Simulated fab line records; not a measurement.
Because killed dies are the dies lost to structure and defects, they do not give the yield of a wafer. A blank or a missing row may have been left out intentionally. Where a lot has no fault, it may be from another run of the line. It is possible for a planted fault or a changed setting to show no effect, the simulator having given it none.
Split-lot study | flow n5Finfet | 7 lots, 39 wafers read, on a route of 1938 steps

SPLIT DETAILS
At N5_SD_EPI_N_EPI_21 (deposits Si:P, time 690 s), the setting pressureTorr was moved away from the recipe's 255 Torr on 30 of the 39 wafers read, by -10.7% to +18.6%. This setting was run at the recipe's value on the other wafers.

FROM THE SPLIT TO THE READING: what the file shows between them, 5 steps
- N5_SD_EPI_N_PRECLEAN_24: cleans in O3/DIW, time 60 s
- N5_SD_EPI_N_SRD_25: time 30 s
- N5_SD_EPI_N_PRECLEAN_49: cleans in NF3:NH3, afs cycles 1, time 20 s, sublimation time 60 s
- N5_SD_ACTIVATION_RTA_00: time 0 s
- N5_SD_ACTIVATION_LSA_01: time 0.0008 s

THE READING
RS_SD_N, in ohm/sq, at N5_SD_ACTIVATION_RS_MEAS_03 (measures by four-point-probe). Typical for fault-free wafers on this fab line: 21.9 ohm/sq, with standard deviation 0.31 ohm/sq.

wafer  | tool, chamber at the split | pressureTorr as run, Torr | against the recipe | RS_SD_N, ohm/sq | against lot-mates on the recipe
L078.1 | epiRpcvd-02, 0             | 255                       | recipe             | 21.9            | -
L078.2 | epiRpcvd-02, 0             | 255                       | recipe             | 22.0            | -
L078.3 | epiRpcvd-02, 0             | 255                       | recipe             | 21.9            | -
L078.4 | epiRpcvd-02, 0             | 255                       | recipe             | 22.2            | -
L078.5 | epiRpcvd-02, 0             | 255                       | recipe             | 21.6            | -
L078.6 | epiRpcvd-02, 0             | 255                       | recipe             | 22.1            | -
L081.1 | epiRpcvd-02, 0             | 286.2                     | +12.2%             | 21.0            | no lot-mate on the recipe
L081.2 | epiRpcvd-02, 0             | 286.2                     | +12.2%             | 20.7            | no lot-mate on the recipe
L081.3 | epiRpcvd-02, 0             | 286.2                     | +12.2%             | 20.8            | no lot-mate on the recipe
L081.4 | epiRpcvd-02, 0             | 286.2                     | +12.2%             | 20.8            | no lot-mate on the recipe
L081.5 | epiRpcvd-02, 0             | 286.2                     | +12.2%             | 20.8            | no lot-mate on the recipe
L081.6 | epiRpcvd-02, 0             | 286.2                     | +12.2%             | 21.1            | no lot-mate on the recipe
L083.1 | epiRpcvd-02, 0             | 302.5                     | +18.6%             | 19.9            | no lot-mate on the recipe
L083.2 | epiRpcvd-02, 0             | 302.5                     | +18.6%             | 20.2            | no lot-mate on the recipe
L083.3 | epiRpcvd-02, 0             | 302.5                     | +18.6%             | 20.1            | no lot-mate on the recipe
L083.4 | epiRpcvd-02, 0             | 302.5                     | +18.6%             | 19.9            | no lot-mate on the recipe
L083.5 | epiRpcvd-02, 0             | 302.5                     | +18.6%             | 20.0            | no lot-mate on the recipe
L083.6 | epiRpcvd-02, 0             | 302.5                     | +18.6%             | 19.9            | no lot-mate on the recipe
L087.1 | epiRpcvd-02, 0             | 255                       | recipe             | 22.0            | -
L087.5 | epiRpcvd-02, 0             | 255                       | recipe             | 21.6            | -
L087.6 | epiRpcvd-02, 0             | 255                       | recipe             | 21.3            | -
L092.1 | epiRpcvd-03, 0             | 227.7                     | -10.7%             | 23.9            | no lot-mate on the recipe
L092.2 | epiRpcvd-03, 0             | 227.7                     | -10.7%             | 23.8            | no lot-mate on the recipe
L092.3 | epiRpcvd-03, 0             | 227.7                     | -10.7%             | 23.4            | no lot-mate on the recipe
L092.4 | epiRpcvd-03, 0             | 227.7                     | -10.7%             | 23.5            | no lot-mate on the recipe
L092.5 | epiRpcvd-03, 0             | 227.7                     | -10.7%             | 23.8            | no lot-mate on the recipe
L092.6 | epiRpcvd-03, 0             | 227.7                     | -10.7%             | 23.4            | no lot-mate on the recipe
L093.1 | epiRpcvd-01, 0             | 232                       | -9.0%              | 22.8            | no lot-mate on the recipe
L093.2 | epiRpcvd-01, 0             | 232                       | -9.0%              | 22.9            | no lot-mate on the recipe
L093.3 | epiRpcvd-01, 0             | 232                       | -9.0%              | 22.7            | no lot-mate on the recipe
L093.4 | epiRpcvd-01, 0             | 232                       | -9.0%              | 22.5            | no lot-mate on the recipe
L093.5 | epiRpcvd-01, 0             | 232                       | -9.0%              | 22.8            | no lot-mate on the recipe
L093.6 | epiRpcvd-01, 0             | 232                       | -9.0%              | 22.9            | no lot-mate on the recipe
L097.1 | epiRpcvd-03, 0             | 278.8                     | +9.3%              | 20.3            | no lot-mate on the recipe
L097.2 | epiRpcvd-03, 0             | 278.8                     | +9.3%              | 20.8            | no lot-mate on the recipe
L097.3 | epiRpcvd-03, 0             | 278.8                     | +9.3%              | 20.3            | no lot-mate on the recipe
L097.4 | epiRpcvd-03, 0             | 278.8                     | +9.3%              | 20.6            | no lot-mate on the recipe
L097.5 | epiRpcvd-03, 0             | 278.8                     | +9.3%              | 20.9            | no lot-mate on the recipe
L097.6 | epiRpcvd-03, 0             | 278.8                     | +9.3%              | 20.5            | no lot-mate on the recipe

THE FIT
A straight line over all 39 wafers: RS_SD_N changes by -0.114 ohm/sq for each +1% of pressureTorr; r = -0.96; the points scatter about the line by 0.35 ohm/sq.
Too few moved wafers have a lot-mate on the recipe to fit a line with each lot's own level taken away.

THE WHOLE CHAIN: every reading that the file lists as answering this split, in the file's order
step                        | what it does                 | reading                                                                        | change (the file's fit)               | r (the file's)
N5_SD_EPI_N_EPI_21          | deposits Si:P, time 690 s    | Si-P_of_SD_EPI_N_EPI_21.thkNm (the simulator's own value, which no gauge read) | +0.267 nm for each +1% of the setting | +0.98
N5_SD_EPI_N_PRECLEAN_24     | cleans in O3/DIW, time 60 s  | Si-P_of_SD_EPI_N_EPI_21.thkNm (the simulator's own value, which no gauge read) | +0.264 nm for each +1% of the setting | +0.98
N5_SD_ACTIVATION_RS_MEAS_03 | measures by four-point-probe | RS_SD_N                                                                        | -0.113 for each +1% of the setting    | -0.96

FILE'S OWN FIT
RS_SD_N changes by -0.113 ohm/sq for each +1% of pressureTorr, r = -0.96.
